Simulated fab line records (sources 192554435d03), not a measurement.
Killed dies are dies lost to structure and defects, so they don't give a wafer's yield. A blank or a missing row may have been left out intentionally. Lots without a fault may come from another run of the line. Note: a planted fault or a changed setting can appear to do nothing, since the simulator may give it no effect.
Comparing a struck lot with a sound one :: flow n5_finfet :: 16 out of 1938 route steps
Sound: these wafers, L199.1, L199.5, L199.6. Struck: wafers L203.4, L203.6. The cause comes at the end.
Per side, at each step with rows, come the tool, then ch with its chambers, and then its first start. Under that, the readings that differ: sound wafers :: struck wafers :: difference of the means :: sigmas: that difference in standard deviations of wafers without a fault.
alike: readings with means less than 2 such deviations apart, plus words and numbers identical on both sides. not compared: withheld readings, readings lacking a value on some wafer, bounds such as >300 that could conceal the same value, and numbers that have no deviation in the record and whose values overlap.
Wherever a step has rows on one side only, a row that says differs or no value, or a row with sigmas, the two part there. Numbers that have no deviation but don't overlap get no sigmas and don't part them. A reading that every wafer of one side lacks parts them only if that side has two wafers or more.

first, 8 steps without rows for these wafers: N5_FIN_SAQP_COAT_49 (time 60 s, resist thk 100 nm); N5_FIN_SAQP_COAT_50 (time 60 s, resist thk 35 nm); N5_FIN_SAQP_COAT_10 (resist thk 90 nm); N5_FIN_SAQP_EBR_12; N5_FIN_SAQP_SOFTBAKE_11 (time 60 s); N5_FIN_SAQP_EXPOSE_13 (exposes mask FIN CORE, target cd 35.6 nm); N5_FIN_SAQP_PEB_14 (peb time 60 s); N5_FIN_SAQP_DEVELOP_15 (develop time 30 s).
N5_FIN_SAQP_CD_MEAS_16: target cd 35.6 nm.
  sound on cd_sem-01 ch 0, day 2 22:40; struck on cd_sem-01 ch 0, day 3 21:55
  alike: cd_nm
N5_FIN_SAQP_OVL_MEAS_17:
  sound on overlay-01 ch 0, day 2 22:42; struck on overlay-02 ch 0, day 3 21:57
  alike: FIN_CORE_OVL
N5_FIN_SAQP_INSPECT_18: inspects for defects (brightfield).
  struck on defect_inspect-01, day 3 21:58; sound on defect_inspect-01, day 2 22:43
  alike: raw_defect_count
N5_FIN_SAQP_DESCUM_21: chemistry O2, time 7.9 s.
  sound on rie_diel-01 ch 0,1,2, day 2 22:45; struck on rie_diel-01 ch 1,2, day 3 22:01
  alike: drypump_motor_current_A, oes_product_au, rf_vpp_V, showerhead_plenum_p_Torr, throttle_valve_pct
  not compared: rf_hours_counter_h
N5_FIN_SAQP_ETCH_51: etches SiARC in CF4, target depth 45.5 nm, time 75.8 s.
  sound on rie_diel-01 ch 0,1,2, day 2 22:47; struck on rie_diel-01 ch 1,2, day 3 22:04
reading: etch_rf_on_time_s (s)
sound: 73.5 77.3 78.7
struck: 121.8 129.1
difference: +48.9
sigmas: +19
  alike: drypump_motor_current_A, oes_product_au, rf_vpp_V, showerhead_plenum_p_Torr, throttle_valve_pct
  not compared: rf_hours_counter_h
N5_FIN_SAQP_ETCH_52: etches SOC in N2/H2, target depth 100 nm, overetch 20 nm, time 150 s.
  sound on rie_diel-01 ch 0,1,2, day 2 22:51; struck on rie_diel-01 ch 1,2, day 3 22:08
  alike: drypump_motor_current_A, oes_product_au, rf_vpp_V, showerhead_plenum_p_Torr, throttle_valve_pct
  not compared: rf_hours_counter_h
-- a jump in the record: the struck wafers' starts before and after are 6 days apart (it breaks off in module FIN_SAQP and resumes in module BEOL_M4, where the first step shown is number 1111 of the route) --
N5_BEOL_M4_RC_MEAS_101:
  sound on prober-01 ch 0, day 9 03:53; struck on prober-02 ch 0, day 9 23:01
  alike: DIBL_N, DIBL_P, IOFF_N, IOFF_P, ION_N, ION_P, SS_N, SS_P, VT_N, VT_P
N5_PASSIVATION_PROBE_49:
  sound wafers here have rows in the record (prober-02, day 13 15:30); struck ones have none

== WHERE THEY PART ==
Last at N5_PASSIVATION_PROBE_49 as far as this record goes, first at N5_FIN_SAQP_ETCH_51.

WHY: what had been put in by the simulator
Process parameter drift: rie_diel-01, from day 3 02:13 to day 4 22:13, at N5_FIN_SAQP_ETCH_51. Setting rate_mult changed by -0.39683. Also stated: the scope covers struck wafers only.
